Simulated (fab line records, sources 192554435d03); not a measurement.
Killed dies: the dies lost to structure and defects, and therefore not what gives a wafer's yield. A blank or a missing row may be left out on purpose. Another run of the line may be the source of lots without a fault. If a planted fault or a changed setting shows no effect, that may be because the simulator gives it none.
Problem report, 8D (eight disciplines) form, completed by code | flow n5-finfet | the parts of the form that need people (team, actions taken, sign-off) are left out

## 1. WHAT IS WRONG
N5_DUMMY_REMOVAL_INSPECT_06, raw-defect-count: mean 622 over 1 wafer from 1 lot; wafers with no fault: 11, standard deviation 4.6. So: +99 or more standard deviations from the usual mean.
The step: inspects for defects (brightfield).
Earliest sighting: wafer L591.5 on defect-inspect-02 at day 8 09:08. The record holds 29 wafers of 10 lots with a number at this step. The rule behind "out" and "out of limits": a value lying over 4 standard deviations away from the usual mean. The other wafers with a number count as sound.

## 2. WHAT IT IS, AND WHAT IT ISN'T
question                    | is                | is not
which readings at this step | raw-defect-count  | -
which lots                  | L591              | L573, L574, L577, L578, L581, L584, L587, L588, L595
which wafers of those lots  | L591.5            | L591.1, L591.3
read on which gauges        | defect-inspect-02 | defect-inspect-01
when                        | from day 8 09:08  | up to then (25 sound wafers); but 3 sound wafers of L595 came after

## 3. SUSPECTS, AND WHAT RULES EACH OUT
Counting: if a tool at a process step up to the reading ran every lot that is out, it stays a suspect. Sound lots after the first of them don't rule it out here, since some wafers of a struck lot are sound.
- the gauge at N5_DUMMY_REMOVAL_INSPECT_06 is ruled out. All the wafers that are out were read on defect-inspect-02, but those of them that N5_PASSIVATION_PROBE_49 has rows for are out there too, on other tools.
- rie-diel-04 at N5_SDB_HM_OPEN_20 (chemistry CH3F/O2, target SiNx, stops on poly-Si, target depth 24 nm): kept. It processed L591, the lot that is out, at day 8 05:02, and its most recent sound lot before then was L587 at day 7 05:19.
- rie-si-01 at N5_SDB_CUT_ETCH_26 (etches Si in HBr/Cl2/O2, target depth 129.6 nm, bt time 20 s, time 51.8 s): kept. It processed L591, the lot that is out, at day 8 05:26, and its most recent sound lot before then was L588 at day 7 14:52.
- rie-diel-03 at N5_DUMMY_REMOVAL_STRIP_10 (strips in N2/H2, time 40 s): kept. It processed L591, the lot that is out, at day 8 08:58, and its most recent sound lot before then was L584 at day 6 16:26.
- Within rie-diel-03 at N5_DUMMY_REMOVAL_STRIP_10: the wafers that are out ran in chamber 3; their sound lot-mates ran in chambers 0, 1.
rie-diel-04 at N5_SDB_HM_OPEN_20, rie-si-01 at N5_SDB_CUT_ETCH_26 and rie-diel-03 at N5_DUMMY_REMOVAL_STRIP_10 are what is left after counting.

## 4. THE CAUSE (what the simulator had put in)
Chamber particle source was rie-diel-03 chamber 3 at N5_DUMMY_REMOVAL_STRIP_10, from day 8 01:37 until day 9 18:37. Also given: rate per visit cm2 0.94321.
Counting leaves 3 suspects; this tool is one of them.

## 5. SEQUENCE OF EFFECTS, ordered by route
Each row: a reading where the mean over the struck wafers with a number is more than 3 standard deviations away from the usual. Only readings for which the record gives a usual standard deviation are gone through. hours: the time from each lot's start at the first step in this table that gives one to its start at this step, as a median over the lots. sigmas: the change in usual standard deviations.
hours | step                        | reading             | usual | on struck wafers | change | sigmas
0     | N5_DUMMY_REMOVAL_INSPECT_06 | raw-defect-count    | 11    | 622              | +611   | +99 or more
262   | N5_PASSIVATION_PROBE_49     | killed-at-front-end | 37    | 93               | +56    | +5.6
262   | N5_PASSIVATION_PROBE_49     | killed-on-rim       | 14    | 29               | +15    | +3.7
Process steps it contains:
- N5_PASSIVATION_PROBE_49

## 6. WHAT WOULD HAVE CAUGHT IT SOONER
Counted from the fault's start at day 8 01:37, it took 8 hours until the first out-of-limits reading at a measuring or inspecting step in this record, taken at day 8 09:08.
An alarm limit of 4 standard deviations would not have fired on the tool readings at N5_DUMMY_REMOVAL_STRIP_10 for which the record gives a usual standard deviation, since none of them was out on any struck wafer.
Lots out: 1; all had begun N5_DUMMY_REMOVAL_STRIP_10 on rie-diel-03 by day 8 09:08. Had the tool been put on hold then, not one of them would have been saved.
